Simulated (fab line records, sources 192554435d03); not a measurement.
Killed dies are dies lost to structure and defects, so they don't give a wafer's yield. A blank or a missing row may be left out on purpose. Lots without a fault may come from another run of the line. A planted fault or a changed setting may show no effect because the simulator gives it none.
Which tool did it? | flow n5_finfet | 9 lots, 27 wafers sampled, at 5 steps of a route of 1938

WHAT THE GAUGES READ, wafer by wafer
N5_WELL_APT_OVL_MEAS_09. Usual: NWELL_OVL 2 nm, standard deviation 6.1.
lot  | measured    | on         | NWELL_OVL (nm) | flag
L554 | day 1 19:43 | overlay-01 | 10 1 -1        |
L555 | day 2 01:35 | overlay-02 | 12 12 8        |
L561 | day 3 13:39 | overlay-01 | -1 1 0         |
L564 | day 4 07:53 | overlay-01 | -4 -3 0        |
L565 | day 4 13:44 | overlay-01 | 12 5 10        |
L566 | day 4 19:38 | overlay-01 | 6 11 3         |
L573 | day 6 13:43 | overlay-02 | -1 -7 -3       |
L575 | day 7 01:58 | overlay-01 | -3 -1 -4       |
L576 | day 7 07:43 | overlay-01 | 3 2 0          |

N5_BEOL_M4_RC_MEAS_101. Usual: DIBL_N 36.5 mV/V, standard deviation 1.4; DIBL_P 36.9 mV/V, standard deviation 1.7; IOFF_N 0.163 nA/um, standard deviation 0.023; IOFF_P 0.22 nA/um, standard deviation 0.032; ION_N 673 uA/um, standard deviation 9; ION_P 462 uA/um, standard deviation 7.5; RS_NWELL 1037 ohm/sq, standard deviation 6.6; SS_N 71.6 mV/dec, standard deviation 0.54; SS_P 73.4 mV/dec, standard deviation 0.62; VT_N 249.8 mV, standard deviation 2.8; VT_P -250 mV, standard deviation 3.5.
lot  | measured     | on        | DIBL_N (mV/V)  | DIBL_P (mV/V)  | IOFF_N (nA/um)    | IOFF_P (nA/um) | ION_N (uA/um) | ION_P (uA/um) | RS_NWELL (ohm/sq) | SS_N (mV/dec)  | SS_P (mV/dec)  | VT_N (mV)         | VT_P (mV)      | flag
L554 | day 7 23:18  | prober-01 | 35.0 37.3 36.1 | 35.9 38.7 37.2 | 0.143 0.184 0.163 | 0.21 0.26 0.23 | 657 680 663   | 457 468 460   | 1042 1040 1042    | 71.2 71.9 72.0 | 73.6 74.2 73.8 | 253.3 247.2 250.5 | -248 -245 -249 |
L555 | day 8 14:34  | prober-02 | 36.8 37.5 38.1 | 36.5 36.5 37.9 | 0.161 0.173 0.186 | 0.26 0.25 0.29 | 684 680 689   | 479 475 482   | 1046 1033 1047    | 71.6 72.0 71.9 | 73.5 73.7 73.7 | 249.2 247.9 245.9 | -243 -248 -244 |
L561 | day 9 21:07  | prober-01 | 36.0 35.8 36.5 | 37.5 37.3 37.8 | 0.176 0.174 0.187 | 0.25 0.25 0.27 | 676 672 679   | 468 469 469   | 890 889 888       | 71.8 71.7 73.1 | 74.1 74.3 73.4 | 248.6 246.6 249.4 | -244 -248 -246 | OFF
L564 | day 11 06:55 | prober-02 | 37.1 36.3 36.3 | 38.5 37.9 36.7 | 0.184 0.174 0.162 | 0.22 0.21 0.20 | 680 664 667   | 458 456 450   | 895 892 888       | 71.3 72.3 72.1 | 74.1 73.2 73.7 | 245.7 247.0 249.6 | -253 -251 -253 | OFF
L565 | day 11 05:37 | prober-02 | 37.6 35.4 36.4 | 38.3 34.8 36.9 | 0.190 0.134 0.165 | 0.26 0.19 0.23 | 675 655 686   | 466 447 467   | 894 892 893       | 71.9 70.7 71.2 | 73.5 72.7 73.6 | 247.7 255.9 248.5 | -248 -253 -251 | OFF
L566 | day 11 10:47 | prober-02 | 37.1 38.6 38.2 | 35.0 37.5 36.8 | 0.147 0.184 0.174 | 0.18 0.22 0.20 | 663 675 683   | 447 455 454   | 1042 1031 1034    | 71.5 71.8 71.9 | 73.0 74.8 73.5 | 250.5 249.4 248.8 | -255 -252 -253 |
L573 | day 12 18:17 | prober-02 | 37.8 35.1 34.4 | 39.6 36.1 35.9 | 0.191 0.142 0.128 | 0.22 0.17 0.17 | 679 671 656   | 457 448 454   | 1049 1043 1041    | 71.9 71.0 70.8 | 74.2 73.7 73.8 | 247.5 251.1 255.7 | -252 -258 -254 |
L575 | day 13 21:52 | prober-02 | 37.4 35.0 37.4 | 36.8 33.4 36.2 | 0.154 0.117 0.156 | 0.21 0.16 0.20 | 669 668 664   | 464 456 455   | 1041 1039 1037    | 71.8 71.4 71.9 | 73.0 72.8 73.4 | 251.2 254.7 252.8 | -249 -253 -249 |
L576 | day 13 15:49 | prober-02 | 37.3 38.3 37.7 | 36.0 37.0 35.6 | 0.184 0.213 0.183 | 0.25 0.29 0.25 | 675 673 673   | 464 460 462   | 1032 1035 1040    | 71.8 71.7 72.7 | 73.7 74.9 74.1 | 246.7 245.4 249.9 | -246 -246 -247 |

WHICH TOOL RAN EACH LOT (tool, then ch and the chambers of the sampled wafers, then the start)
lot  | N5_WELL_APT_IMPLANT_14         | N5_WELL_APT_DESCUM_30             | N5_PMOS_HMC_CHANNEL_EPI_ETCH_38
L554 | implanter-01 ch 0, day 1 20:04 | rie_diel-04 ch 0,3, day 1 21:20   | rie_si-01 ch 1,2, day 2 00:14
L555 | implanter-02 ch 0, day 2 01:46 | rie_diel-05 ch 0,1, day 2 02:46   | rie_si-04 ch 0,1, day 2 05:36
L561 | implanter-02 ch 0, day 3 13:48 | rie_diel-03 ch 0,1,3, day 3 14:57 | rie_si-04 ch 2,3, day 3 17:34
L564 | implanter-02 ch 0, day 4 08:10 | rie_diel-05 ch 1,2,3, day 4 09:10 | rie_si-01 ch 1,2,3, day 4 11:56
L565 | implanter-02 ch 0, day 4 13:59 | rie_diel-04 ch 1,2, day 4 15:16   | rie_si-04 ch 0,1, day 4 17:59
L566 | implanter-01 ch 0, day 4 19:49 | rie_diel-04 ch 1,2,3, day 4 20:48 | rie_si-03 ch 1,2,3, day 4 23:25
L573 | implanter-01 ch 0, day 6 13:55 | rie_diel-04 ch 0,2, day 6 15:02   | rie_si-04 ch 1,2,3, day 6 17:41
L575 | implanter-02 ch 0, day 7 02:07 | rie_diel-05 ch 0,2,3, day 7 03:16 | rie_si-04 ch 0,2,3, day 7 06:11
L576 | implanter-01 ch 0, day 7 07:54 | rie_diel-04 ch 0,1,3, day 7 09:02 | rie_si-03 ch 1,3, day 7 11:35
- N5_WELL_APT_IMPLANT_14
- N5_WELL_APT_DESCUM_30: chemistry O2, time 7.9 s.
- N5_PMOS_HMC_CHANNEL_EPI_ETCH_38: etches SiO2 in CF4, target depth 1.5 nm.

WHAT THE TOOLS THEMSELVES READ (means of the sampled wafers that have a number; where no wafer has one, the mark that the record gives instead)
N5_WELL_APT_IMPLANT_14. Usual: beam_on_s 9.99 s, standard deviation 0.19; dose_ions_cm2 1.5002e+13, standard deviation 1.6e+10; end_station_pressure_torr 5.19e-06 Torr, standard deviation 2.8e-07; faraday_current_uA 190, standard deviation 3.5.
lot  | tool         | beam_on_s (s) | dose_ions_cm2 | end_station_pressure_torr (Torr) | faraday_current_uA | flag
L554 | implanter-01 | 9.84          | 1.5010e+13    | 5.39e-06                         | 193                |
L555 | implanter-02 | 10.00         | 1.5012e+13    | 5.36e-06                         | 191                |
L561 | implanter-02 | 9.84          | 1.9804e+13    | 5.15e-06                         | 255                | OFF
L564 | implanter-02 | 10.01         | 1.9794e+13    | 5.15e-06                         | 250                | OFF
L565 | implanter-02 | 10.08         | 1.9796e+13    | 5.43e-06                         | 249                | OFF
L566 | implanter-01 | 9.93          | 1.5005e+13    | 5.00e-06                         | 192                |
L573 | implanter-01 | 9.86          | 1.5005e+13    | 5.02e-06                         | 193                |
L575 | implanter-02 | 9.91          | 1.4988e+13    | 5.14e-06                         | 191                |
L576 | implanter-01 | 10.26         | 1.4996e+13    | 5.14e-06                         | 185                |

N5_WELL_APT_DESCUM_30. Usual: drypump_motor_current_A 6.0 A, standard deviation 0.38; oes_product_au 0.76 a.u., standard deviation 0.088; rf_vpp_V 243.1 V, standard deviation 1.4; showerhead_plenum_p_Torr 2.09 Torr, standard deviation 0.055; throttle_valve_pct 20.47 %, standard deviation 0.28.
lot  | tool        | drypump_motor_current_A (A) | oes_product_au (a.u.) | rf_vpp_V (V) | showerhead_plenum_p_Torr (Torr) | throttle_valve_pct (%) | flag
L554 | rie_diel-04 | 5.7                         | 0.71                  | 244.7        | 2.11                            | 20.55                  |
L555 | rie_diel-05 | 6.1                         | 0.85                  | 242.4        | 2.06                            | 20.28                  |
L561 | rie_diel-03 | 6.2                         | 0.81                  | 243.0        | 2.10                            | 20.57                  |
L564 | rie_diel-05 | 6.2                         | 0.77                  | 243.7        | 2.09                            | 20.55                  |
L565 | rie_diel-04 | 5.8                         | 0.72                  | 242.8        | 2.08                            | 20.36                  |
L566 | rie_diel-04 | 5.9                         | 0.70                  | 241.7        | 2.05                            | 20.51                  |
L573 | rie_diel-04 | 5.4                         | 0.67                  | 243.2        | 2.08                            | 20.35                  |
L575 | rie_diel-05 | 6.2                         | 0.80                  | 242.9        | 2.07                            | 20.33                  |
L576 | rie_diel-04 | 5.9                         | 0.68                  | 243.1        | 2.07                            | 20.60                  |

N5_PMOS_HMC_CHANNEL_EPI_ETCH_38. Usual: drypump_motor_current_A 5.7 A, standard deviation 0.4; oes_product_au 1.000 a.u., standard deviation 0.017; throttle_valve_pct 21.79 %, standard deviation 0.2.
lot  | tool      | drypump_motor_current_A (A) | oes_product_au (a.u.) | throttle_valve_pct (%) | flag
L554 | rie_si-01 | 5.4                         | 0.983                 | 21.89                  |
L555 | rie_si-04 | 6.1                         | 1.028                 | 21.58                  |
L561 | rie_si-04 | 5.5                         | 0.982                 | 21.90                  |
L564 | rie_si-01 | 5.5                         | 0.989                 | 21.72                  |
L565 | rie_si-04 | 6.1                         | 1.027                 | 21.58                  |
L566 | rie_si-03 | 5.9                         | 0.997                 | 21.85                  |
L573 | rie_si-04 | 5.4                         | 0.993                 | 21.97                  |
L575 | rie_si-04 | 5.7                         | 0.991                 | 21.74                  |
L576 | rie_si-03 | 5.7                         | 0.997                 | 21.86                  |

THE ANSWER, worked out from the rows above alone
Rule: a lot is off if the mean of its wafers that have a number lies more than 3 standard deviations from the usual mean. A lot without any number at a reading at which 4 lots or more have one is off too. The other lots that the step has rows for count as sound. The gauges are gone through in route order, then the tools' own readings, and for those a lot's mean is taken as printed above. The first step at which some lot is off is used, and at that step the reading that is off furthest; a lot without a number counts as furthest.
Off: L561, L564, L565, at N5_BEOL_M4_RC_MEAS_101 (RS_NWELL).
A tool fits if, at a process step before that reading, it ran every lot that is off, and no sound lot after the first of them. The gauges at N5_BEOL_M4_RC_MEAS_101 aren't tried: what is off there is off at N5_WELL_APT_IMPLANT_14 too, on other tools, and a gauge's error can't cause that. None of those tried fits.

WHAT THE SIMULATOR HAD PUT IN
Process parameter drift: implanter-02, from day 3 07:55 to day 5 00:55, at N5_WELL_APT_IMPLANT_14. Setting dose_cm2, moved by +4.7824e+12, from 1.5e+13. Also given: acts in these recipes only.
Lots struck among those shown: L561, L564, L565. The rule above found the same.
